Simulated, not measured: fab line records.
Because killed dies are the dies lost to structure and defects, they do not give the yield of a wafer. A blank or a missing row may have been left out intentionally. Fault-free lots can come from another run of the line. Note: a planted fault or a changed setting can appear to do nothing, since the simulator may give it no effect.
A struck lot beside a sound one | flow n5 finfet | 19 out of 1938 route steps
Sound: these wafers, L311.4, L311.5, L311.6. Wafers L309.1, L309.4, L309.5 were the ones struck. Last of all comes the cause.
Order at every step that has rows: each side's tool, ch and its chambers, its first start. Under that, the readings that differ: sound wafers | struck wafers | difference of the means | sigmas: that difference in standard deviations of wafers without a fault.
alike: readings whose means differ by less than 2 such deviations, and words and numbers that are the same on both sides. not compared: withheld readings, readings that some wafer has no value for, bounds like >300 that may hide the same value, and numbers for which the record gives no deviation and whose values overlap.
A row with sigmas, a row that says differs or no value, or rows on one side alone: a step with any of these is where the two part. Non-overlapping numbers with no deviation appear without sigmas and do not part them. A reading missing from all wafers of one side parts the sides only when that side holds two or more wafers.

first, 1 step without rows for these wafers: N5_BEOL_M0_SAQP_ETCH_88 (etches underlayer in N2/H2, target depth 6.5 nm, time 5.2 s).
N5_BEOL_M0_SAQP_ETCH_73: etches SiARC in CF4, target depth 19.5 nm, time 32.5 s.
  sound on rie diel-04 ch 1,2, day 9 11:47; struck on rie diel-06 ch 0,1,3, day 9 01:21
  alike: drypump motor current A, etch rf on time s, oes product au, rf vpp V, showerhead plenum p Torr, throttle valve pct
  not compared: rf hours counter h
N5_BEOL_M0_SAQP_CUT_ETCH_46: etches SOC in N2/H2, target depth 135 nm, overetch 27 nm, time 202.5 s.
  sound on rie diel-04 ch 1,2, day 9 11:49; struck on rie diel-06 ch 0,1,3, day 9 01:23
  alike: drypump motor current A, rf vpp V, showerhead plenum p Torr, throttle valve pct
  not compared: rf hours counter h
then, 2 steps without rows for these wafers: N5_BEOL_M0_SAQP_STRIP_74 (strips in N2/H2); N5_BEOL_M0_SAQP_STRIP_89 (strips in N2/H2).
N5_BEOL_M0_SAQP_ALD_48: deposits SiO2, target thk 20 nm, pulse time 1 s, co reactant pulse time 1 s.
  sound on ald sin-04 ch 2,3, day 9 12:01; struck on ald sin-04 ch 1,3, day 9 01:35
  reading                  | sound    | struck   | difference | sigmas
  heater power outer w (W) | 49 42 50 | 43 36 35 | -9         | -2
  heater power w (W)       | 97 82 96 | 82 73 72 | -16        | -3
  alike: chamber pressure Torr, precursor pulse height rel
N5_BEOL_M0_SAQP_ETCH_49: etches SiO2 in CF4/O2, target depth 37 nm.
  sound on rie diel-06 ch 0,3, day 9 12:50; struck on rie diel-02 ch 0,1,2, day 9 02:06
  reading                     | sound       | struck      | difference | sigmas
  drypump motor current A (A) | 4.8 4.8 4.8 | 6.0 5.5 5.8 | +1.0       | +2
  alike: oes product au, rf vpp V, showerhead plenum p Torr, throttle valve pct
  not compared: rf hours counter h
N5_BEOL_M0_SAQP_STRIP_75: strips in CF4.
  sound on rie diel-06 ch 0,3, day 9 12:56; struck on rie diel-02 ch 0,1,2, day 9 02:12
  reading                     | sound       | struck      | difference | sigmas
  drypump motor current A (A) | 4.8 4.8 4.8 | 6.0 5.5 5.8 | +1.0       | +2
  alike: oes product au, rf vpp V, showerhead plenum p Torr, throttle valve pct
  not compared: rf hours counter h
then, 4 steps without rows for these wafers: N5_BEOL_M0_CUTY_COAT_50 (time 60 s, resist thk 15 nm); N5_BEOL_M0_CUTY_COAT_51 (resist thk 150 nm); N5_BEOL_M0_CUTY_EBR_52; N5_BEOL_M0_CUTY_SOFTBAKE_53 (time 60 s).
N5_BEOL_M0_CUTY_EXPOSE_54: exposes mask M0 ABLK.
  sound on arfi scanner-02 ch 0, day 9 13:14; struck on arfi scanner-01 ch 0, day 9 02:28
  reading                              | sound       | struck      | difference | sigmas
  model.BEOL_M0_CUTY.overlay x nm (nm) | 0.2 0.2 0.2 | 6.4 6.4 6.4 | +6.2       |
  alike: mask
then, 2 steps without rows for these wafers: N5_BEOL_M0_CUTY_PEB_55 (peb time 60 s); N5_BEOL_M0_CUTY_DEVELOP_56 (develop time 30 s).
N5_BEOL_M0_CUTY_CD_MEAS_57: target cd 200 nm.
  sound on cd sem-03 ch 0, day 9 13:20; struck on cd sem-01 ch 0, day 9 02:36
  alike: cd nm
N5_BEOL_M0_CUTY_OVL_MEAS_58:
  sound on overlay-01 ch 0, day 9 13:22; struck on overlay-02 ch 0, day 9 02:38
  reading          | sound          | struck      | difference | sigmas
  M0_ABLK_OVL (nm) | -1.0 -1.5 -0.4 | 5.3 5.7 5.9 | +6.6       | +10
N5_BEOL_M0_CUTY_INSPECT_59: inspects for defects (macro).
  sound: defect inspect-02 at day 9 13:23; struck: defect inspect-02 at day 9 02:39
  alike: raw defect count
then, 1 step without rows for these wafers: N5_PASSIVATION_PROBE_49.

## WHERE THEY PART
At N5_BEOL_M0_SAQP_ALD_48 first; at N5_BEOL_M0_CUTY_OVL_MEAS_58 last (within this record only). Later steps at which nothing parts them and some readings are alike: N5_BEOL_M0_CUTY_INSPECT_59.

WHY: whatever the simulator had introduced
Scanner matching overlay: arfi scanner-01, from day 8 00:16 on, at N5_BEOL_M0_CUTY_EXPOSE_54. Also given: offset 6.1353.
